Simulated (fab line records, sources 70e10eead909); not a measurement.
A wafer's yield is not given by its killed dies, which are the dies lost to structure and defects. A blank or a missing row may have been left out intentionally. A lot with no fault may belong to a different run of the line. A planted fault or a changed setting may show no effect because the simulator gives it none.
Which of the tools did it?    flow nand_harc    at 1 step of a route of 1159, 11 lots with 33 wafers sampled

WHAT THE GAUGES SHOWED, per wafer
NHARC_P_BONDPAD_OVL_MEAS_38. Usual: overlay_x_nm -1 nm, standard deviation 5.6; overlay_y_nm 1 nm, standard deviation 6.5.
lot   measured      on          overlay_x_nm (nm)  overlay_y_nm (nm)  flag
L945  day 6 11:07   overlay-01  -4 -4 -4           2 2 2              
L946  day 6 17:01   overlay-02  4 4 3              -4 -4 -4           
L949  day 7 15:08   overlay-01  9 9 9              -2 -2 -2           
L951  day 7 19:35   overlay-02  -11 -11 -11        -1 -1 -1           
L952  day 8 04:03   overlay-02  -4 -4 -5           -3 -3 -2           
L955  day 8 14:29   overlay-02  8 8 9              9 9 8              
L959  day 9 17:51   overlay-02  3 4 3              2 2 2              
L956  day 9 19:12   overlay-01  -2 -2 -2           5 4 4              
L964  day 11 04:37  overlay-02  -1 -1 0            6 5 7              
L965  day 11 08:21  overlay-02  -2 -2 -1           -9 -9 -9           
L968  day 12 11:25  overlay-01  1 1 1              13 13 13           

WHAT TOOL EACH LOT RAN ON (gives the tool, then ch and the chambers of the sampled wafers, and finally the start)
There is no process step in the record ahead of these readings.

AS READ BY THE TOOLS THEMSELVES (means over the sampled wafers that have a number; for cases with no such wafer, the mark the record gives instead)
The record holds no such reading with a usual standard deviation.

THE ANSWER, worked out from the rows above alone
Rule: take the mean of a lot's wafers that have a number; if it is more than 3 standard deviations from the usual mean, the lot is off. Also off: a lot with no number at a reading for which 4 or more lots have one. All remaining lots with rows at the step are treated as sound. First the gauges in route order, then the tools' own readings, where a lot's mean is used as printed above. At the first step where some lot is off, the reading lying furthest off is the one used; lots without a number count as furthest.
Across all readings shown, no lot is off: no conclusion can be drawn from this.

WHAT HAD BEEN PUT IN BY THE SIMULATOR
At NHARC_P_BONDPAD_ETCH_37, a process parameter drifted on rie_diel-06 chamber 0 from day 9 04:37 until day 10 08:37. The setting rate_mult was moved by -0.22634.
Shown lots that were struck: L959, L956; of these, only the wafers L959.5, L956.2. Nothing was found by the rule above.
